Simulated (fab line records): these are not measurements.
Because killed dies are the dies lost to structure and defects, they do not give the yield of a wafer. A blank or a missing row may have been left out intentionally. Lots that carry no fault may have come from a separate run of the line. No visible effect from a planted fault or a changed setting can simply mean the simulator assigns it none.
Problem report in the 8D (eight disciplines) form, filled by code | flow nand-harc | the parts of the form that need people (team, actions taken, sign-off) are left out

1. THE ISSUE
Mean of killed-at-array at NHARC_END_SORT_01: 417 across 6 wafers in 2 lots; on wafers with no fault it is 53 (standard deviation 21). That puts it +17 standard deviations away from the usual mean.
First seen on wafer L654.1, day 32 00:08, on prober-01. Wafers with a number at this step in the record: 15, from 5 lots. Rule for "out" (also "out of limits"): further than 4 standard deviations from the usual mean. The other wafers with a number count as sound.

2. WHAT IT IS, AND WHAT IT ISN'T
question                    | is                                                 | is not
which readings at this step | killed-at-array, defect-limited-yield, killed-dies | killed-at-periphery, killed-open, killed-short
which lots                  | L654, L655                                         | L646, L647, L648
which wafers of those lots  | all that have a number                             | -
read on which gauges        | prober-01                                          | prober-02
when                        | from day 32 00:08                                  | up to then (9 sound wafers)

3. THE SUSPECTS, EACH WITH WHAT RULES IT OUT
Counting: a tool stays on the suspect list if, at a process step up to the reading, it processed all lots that are out and no sound lot following the first of them.
- the gauge at NHARC_END_SORT_01: kept. All the wafers that are out were read on prober-01, and no step on other tools shows them out.
- rie-diel-06 at NHARC_A_BONDPAD_ETCH_24 (etches the open film in CF4/N2, target depth 30 nm, time 72.99 s): kept. All lots that are out passed through it, beginning with L654 at day 30 17:25, and no sound lot followed; its final sound lot before that point was L646 at day 28 04:09. NHARC_A_BONDPAD_ETCH_24: start missing for some lots; hours and lot order therefore follow NHARC_A_BONDPAD_ECD_18.
- ecd-cu-01 at NHARC_A_BONDPAD_ECD_18 (material Cu, target thk 400 nm): kept. All lots that are out passed through it, beginning with L654 at day 30 17:25, and no sound lot followed; its final sound lot before that point was L648 at day 28 17:01.
The count leaves rie-diel-06 at NHARC_A_BONDPAD_ETCH_24, ecd-cu-01 at NHARC_A_BONDPAD_ECD_18, and prober-01 at NHARC_END_SORT_01.

4. THE CAUSE (what the simulator had put in)
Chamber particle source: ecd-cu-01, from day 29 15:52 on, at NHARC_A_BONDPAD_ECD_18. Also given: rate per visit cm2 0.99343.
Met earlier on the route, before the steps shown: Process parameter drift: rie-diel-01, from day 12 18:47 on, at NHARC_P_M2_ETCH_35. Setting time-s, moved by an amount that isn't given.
This tool is one of the 3 suspects left after counting.

5. THE EFFECT CHAIN, in route order
Each row: a reading where the mean over the struck wafers with a number is more than 3 standard deviations away from the usual. Only readings whose record carries a usual standard deviation are examined. hours: median over the lots of the time between each lot's start at the first step of this table that gives one and its start at this step. sigmas: the change, counted in usual standard deviations.
hours | step              | reading              | usual | on struck wafers | change | sigmas
0     | NHARC_END_SORT_01 | defect-limited-yield | 91 %  | 38               | -53    | -17
0     | NHARC_END_SORT_01 | killed-at-array      | 53    | 417              | +364   | +17
0     | NHARC_END_SORT_01 | killed-dies          | 58    | 422              | +364   | +17

6. HOW IT WOULD HAVE BEEN CAUGHT EARLIER
Counted from the fault's start at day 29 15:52, it took 56 hours until the first out-of-limits reading at a measuring or inspecting step in this record, taken at day 32 00:08.
By day 32 00:08, every lot that is out (2) had started NHARC_A_BONDPAD_ECD_18 on ecd-cu-01. Had the tool been put on hold then, not one of them would have been saved.
